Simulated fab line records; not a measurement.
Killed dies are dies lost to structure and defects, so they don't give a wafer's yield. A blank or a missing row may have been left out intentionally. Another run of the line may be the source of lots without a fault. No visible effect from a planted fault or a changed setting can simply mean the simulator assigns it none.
Split-lot experiment :: flow n5-finfet :: 21 wafers read across 7 lots, on a route 1938 steps long

SPLIT DETAILS
At N5_BEOL_M1_EXPOSE_08 (exposes mask M1), the setting dose-mj was moved away from the recipe's 33 on 6 of the 21 wafers read, by -5.5% to +7.3%. For the rest of the wafers, this setting stayed at what the recipe calls for.

FROM THE SPLIT TO THE READING: what the file shows between them, 12 steps
- N5_BEOL_M1_PEB_09: peb time 60 s
- N5_BEOL_M1_DEVELOP_10: develop time 30 s
- N5_BEOL_M1_CD_MEAS_11: target cd 17.05 nm
- N5_BEOL_M1_DESCUM_16: chemistry O2, time 7 s
- N5_BEOL_M1_ETCH_74: etches underlayer in N2/H2, target depth 6.5 nm, time 5.2 s
- N5_BEOL_M1_ETCH_63: etches SiARC in CF4, target depth 15.6 nm, time 26 s
- N5_BEOL_M1_ETCH_64: etches SOC in N2/H2, target depth 75 nm, overetch 15 nm, time 112.5 s
- N5_BEOL_M1_STRIP_65: strips in N2/H2
- N5_BEOL_M1_STRIP_75: strips in N2/H2
- N5_BEOL_M1_STRIP_66: strips in CF4
- N5_BEOL_M1_HM_OPEN_17: chemistry Cl2/BCl3, target TiN, target depth 20 nm, overetch 6 nm
- N5_BEOL_M1_STRIP_19: strips in O2

THE READING
cd-nm, in nm, at N5_BEOL_M1_CD_MEAS_18 (pitch 36 nm, target cd 18 nm). Typical for fault-free wafers on this fab line: 18.06 nm, with standard deviation 0.29 nm.

wafer: L075.1
tool, chamber at the split: euv-scanner-02, 0
dose-mj as run: 33
against the recipe: recipe
cd-nm, nm: 17.86
against lot-mates on the recipe: -

wafer: L075.2
tool, chamber at the split: euv-scanner-02, 0
dose-mj as run: 33
against the recipe: recipe
cd-nm, nm: 17.72
against lot-mates on the recipe: -

wafer: L075.4
tool, chamber at the split: euv-scanner-02, 0
dose-mj as run: 33
against the recipe: recipe
cd-nm, nm: 17.64
against lot-mates on the recipe: -

wafer: L079.3
tool, chamber at the split: euv-scanner-02, 0
dose-mj as run: 33
against the recipe: recipe
cd-nm, nm: 18.03
against lot-mates on the recipe: -

wafer: L079.4
tool, chamber at the split: euv-scanner-02, 0
dose-mj as run: 33.94
against the recipe: +2.8%
cd-nm, nm: 18.45
against lot-mates on the recipe: +0.42

wafer: L079.5
tool, chamber at the split: euv-scanner-02, 0
dose-mj as run: 33.94
against the recipe: +2.8%
cd-nm, nm: 18.66
against lot-mates on the recipe: +0.63

wafer: L086.2
tool, chamber at the split: euv-scanner-02, 0
dose-mj as run: 33
against the recipe: recipe
cd-nm, nm: 17.67
against lot-mates on the recipe: -

wafer: L086.4
tool, chamber at the split: euv-scanner-02, 0
dose-mj as run: 33
against the recipe: recipe
cd-nm, nm: 17.95
against lot-mates on the recipe: -

wafer: L086.6
tool, chamber at the split: euv-scanner-02, 0
dose-mj as run: 31.65
against the recipe: -4.1%
cd-nm, nm: 16.91
against lot-mates on the recipe: -0.90

wafer: L087.3
tool, chamber at the split: euv-scanner-02, 0
dose-mj as run: 33
against the recipe: recipe
cd-nm, nm: 18.03
against lot-mates on the recipe: -

wafer: L087.5
tool, chamber at the split: euv-scanner-02, 0
dose-mj as run: 33
against the recipe: recipe
cd-nm, nm: 18.42
against lot-mates on the recipe: -

wafer: L087.6
tool, chamber at the split: euv-scanner-02, 0
dose-mj as run: 33
against the recipe: recipe
cd-nm, nm: 17.70
against lot-mates on the recipe: -

wafer: L091.2
tool, chamber at the split: euv-scanner-02, 0
dose-mj as run: 33
against the recipe: recipe
cd-nm, nm: 17.91
against lot-mates on the recipe: -

wafer: L091.3
tool, chamber at the split: euv-scanner-02, 0
dose-mj as run: 33
against the recipe: recipe
cd-nm, nm: 17.61
against lot-mates on the recipe: -

wafer: L091.4
tool, chamber at the split: euv-scanner-02, 0
dose-mj as run: 31.2
against the recipe: -5.5%
cd-nm, nm: 17.15
against lot-mates on the recipe: -0.61

wafer: L095.1
tool, chamber at the split: euv-scanner-01, 0
dose-mj as run: 33
against the recipe: recipe
cd-nm, nm: 17.99
against lot-mates on the recipe: -

wafer: L095.4
tool, chamber at the split: euv-scanner-01, 0
dose-mj as run: 35.4
against the recipe: +7.3%
cd-nm, nm: 19.09
against lot-mates on the recipe: +1.10

wafer: L095.5
tool, chamber at the split: euv-scanner-01, 0
dose-mj as run: 35.4
against the recipe: +7.3%
cd-nm, nm: 19.62
against lot-mates on the recipe: +1.63

wafer: L096.3
tool, chamber at the split: euv-scanner-01, 0
dose-mj as run: 33
against the recipe: recipe
cd-nm, nm: 18.07
against lot-mates on the recipe: -

wafer: L096.4
tool, chamber at the split: euv-scanner-01, 0
dose-mj as run: 33
against the recipe: recipe
cd-nm, nm: 18.19
against lot-mates on the recipe: -

wafer: L096.5
tool, chamber at the split: euv-scanner-01, 0
dose-mj as run: 33
against the recipe: recipe
cd-nm, nm: 17.72
against lot-mates on the recipe: -

THE FIT
A straight line over all 21 wafers: cd-nm changes by +0.195 nm for each +1% of dose-mj; r = +0.92; the points scatter about the line by 0.24 nm.
The same after taking each lot's own level away (the mean of its wafers on the recipe; 21 wafers): +0.176 nm for each +1%; r = +0.93; scatter 0.21 nm.
According to that fit, moving dose-mj by its largest amount changes the reading by 1.3 nm.
The span of the lots' own levels, 17.740 to 18.050 nm, comes to 1.1 times the standard deviation stated above.
Hence the slope depends on the lot-to-lot level, as the two fits are not the same.
Check: +1.4 nm against its lot-mates is what the line predicts for one of the wafers moved furthest among these (+7.3%) when that wafer is left out of the fit. It came out at +1.1 nm against them.

THE WHOLE CHAIN: every reading that the file lists as answering this split, in the file's order
step: N5_BEOL_M1_CD_MEAS_11
what it does: target cd 17.05 nm
reading: cd-nm
change (the file's fit): +0.212 nm for each +1% of the setting
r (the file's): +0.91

step: N5_BEOL_M1_ETCH_74
what it does: etches underlayer in N2/H2, target depth 6.5 nm, time 5.2 s
reading: BEOL_M1.cd-offset-nm (the simulator's own value, which no gauge read)
change (the file's fit): +0.178 nm for each +1% of the setting
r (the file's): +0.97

step: N5_BEOL_M1_ETCH_63
what it does: etches SiARC in CF4, target depth 15.6 nm, time 26 s
reading: BEOL_M1.cd-offset-nm (the simulator's own value, which no gauge read)
change (the file's fit): +0.16 nm for each +1% of the setting
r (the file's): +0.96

step: N5_BEOL_M1_ETCH_64
what it does: etches SOC in N2/H2, target depth 75 nm, overetch 15 nm, time 112.5 s
reading: BEOL_M1.cd-offset-nm (the simulator's own value, which no gauge read)
change (the file's fit): +0.138 nm for each +1% of the setting
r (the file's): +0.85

step: N5_BEOL_M1_HM_OPEN_17
what it does: chemistry Cl2/BCl3, target TiN, target depth 20 nm, overetch 6 nm
reading: BEOL_M1.cd-offset-nm (the simulator's own value, which no gauge read)
change (the file's fit): +0.151 nm for each +1% of the setting
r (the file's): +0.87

step: N5_BEOL_M1_CD_MEAS_18
what it does: pitch 36 nm, target cd 18 nm
reading: cd-nm
change (the file's fit): +0.172 nm for each +1% of the setting
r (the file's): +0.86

THE FILE'S OWN FIT
cd-nm changes by +0.172 nm for each +1% of dose-mj, r = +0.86.
